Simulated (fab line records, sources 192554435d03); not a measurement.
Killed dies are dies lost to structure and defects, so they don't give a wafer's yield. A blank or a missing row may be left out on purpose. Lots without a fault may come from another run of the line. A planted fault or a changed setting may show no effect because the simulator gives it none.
Chamber matching | flow n5_finfet | N5_BEOL_M9_DESCUM_33 on rie_diel-02: 4 sister chambers
The step chemistry O2, time 7 s. 4 wafers are shown with their chamber, then 9 later ones without.

WAFERS WITH THEIR CHAMBER
wafer  | chamber | throttle_valve_pct (%)
L081.5 | 2       | 20.70
L082.3 | 3       | 19.94
L085.1 | 1       | 20.24
L085.6 | 0       | 20.61

WAFERS WITHOUT THEIR CHAMBER
wafer  | throttle_valve_pct (%)
L084.1 | 19.95
L084.3 | 20.70
L084.4 | 20.63
L086.1 | 19.95
L086.3 | 20.71
L086.5 | 20.69
L095.1 | 19.97
L095.3 | 20.64
L095.6 | 20.28

WHICH CHAMBER EACH WENT THROUGH
wafer  | from the rows above     | in truth
L084.1 | 3                       | 3
L084.3 | 2                       | 2
L084.4 | 0                       | 0
L086.1 | 3                       | 3
L086.3 | 2                       | 2
L086.5 | 2                       | 2
L095.1 | 3                       | 3
L095.3 | can't be placed: 0 or 2 | 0
L095.6 | 1                       | 1
Placed correctly: 8 of 9. Can't be placed from these rows: 1 (the true chamber is among the candidates in 1). Placed wrongly: 0.
How it was worked out, from the rows above alone: a wafer's distance from a chamber is the root of the sum, over the readings, of the square of ((its reading less the chamber's mean) divided by the reading's scatter). The wafer belongs to the nearest chamber; if the next one is less than 2 further off, it can't be placed. A chamber's mean is the mean of its shown wafers. The scatter: with one shown wafer a chamber, the root of the mean of the squares of how far each hidden wafer lies from its nearest shown one.
